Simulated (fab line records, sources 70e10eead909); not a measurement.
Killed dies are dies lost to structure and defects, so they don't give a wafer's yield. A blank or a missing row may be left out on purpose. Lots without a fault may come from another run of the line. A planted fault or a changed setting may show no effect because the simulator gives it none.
Which tool did it? | flow nand_harc | 7 lots, 21 wafers sampled, at 5 steps of a route of 1302

WHAT THE GAUGES READ, wafer by wafer
NHARC_END_SORT_01.
lot  | measured     | on        | defect_limited_yield (%)
L463 | day 26 13:04 | prober-01 | 87.9 89.8 90.8
L467 | day 29 09:04 | prober-02 | 92.3 93.5 92.6

WHICH TOOL RAN EACH LOT (tool, then ch and the chambers of the sampled wafers, then the start)
lot  | NHARC_A_M1_PRE_CLEAN_30                 | NHARC_A_M1_PVD_20                       | NHARC_A_M1_ANNEAL_31             | NHARC_A_BONDPAD_DEP_00
L461 | pvd_sputter-03, day 23 14:05 or earlier | pvd_sputter-03, day 23 14:05 or earlier | rtp_anneal-02 ch 0, day 23 14:05 | pecvd-01 ch 0,1,2, day 23 15:46
L463 | pvd_sputter-02, day 25 01:05 or earlier | pvd_sputter-02, day 25 01:05 or earlier | rtp_anneal-01 ch 0, day 25 01:05 | pecvd-01 ch 1,2, day 25 02:32
L468 | pvd_sputter-03, day 27 06:44 or earlier | pvd_sputter-03, day 27 06:44 or earlier | rtp_anneal-01 ch 0, day 27 06:44 | pecvd-01 ch 1,2, day 27 08:43
L467 | pvd_sputter-01, day 27 16:42 or earlier | pvd_sputter-01, day 27 16:42 or earlier | rtp_anneal-01 ch 0, day 27 16:42 | pecvd-02 ch 0,1,2, day 27 18:19
L473 | pvd_sputter-02, day 28 07:59 or earlier | pvd_sputter-02, day 28 07:59 or earlier | rtp_anneal-02 ch 0, day 28 07:59 | pecvd-01 ch 0,2, day 28 09:30
L474 | pvd_sputter-01, day 28 23:58 or earlier | pvd_sputter-01, day 28 23:58 or earlier | rtp_anneal-02 ch 0, day 28 23:58 | pecvd-01 ch 1,2, day 29 01:26
L482 | pvd_sputter-02, day 32 12:03 or earlier | pvd_sputter-02, day 32 12:03 or earlier | rtp_anneal-01 ch 0, day 32 12:03 | pecvd-04 ch 0,1,2, day 32 13:37
- NHARC_A_M1_PRE_CLEAN_30: time 30 s.
- NHARC_A_M1_PVD_20: deposits TaN, target thk 5 nm, time 8.06 s.
- NHARC_A_M1_ANNEAL_31: time 90 s.
- NHARC_A_BONDPAD_DEP_00: deposits SiCN, target thk 250 nm.

THE ANSWER, worked out from the rows above alone
Rule: what is usual is taken from the lots themselves. Put in order of their means at a reading, lots are off if they are a third of the lots or fewer, leave a main group of 4 or more, and stand apart from it by a gap of 3 or more times the standard deviation of the main group's means; of several such gaps the widest counts. A main group whose means are all the same, to the digits that the tables above print for the reading, isn't used. A lot without any number at a reading at which 4 lots or more have one is off too. The other lots that the step has rows for count as sound.
No lot is off at any reading shown: from this, nothing can be told.

WHAT THE SIMULATOR HAD PUT IN
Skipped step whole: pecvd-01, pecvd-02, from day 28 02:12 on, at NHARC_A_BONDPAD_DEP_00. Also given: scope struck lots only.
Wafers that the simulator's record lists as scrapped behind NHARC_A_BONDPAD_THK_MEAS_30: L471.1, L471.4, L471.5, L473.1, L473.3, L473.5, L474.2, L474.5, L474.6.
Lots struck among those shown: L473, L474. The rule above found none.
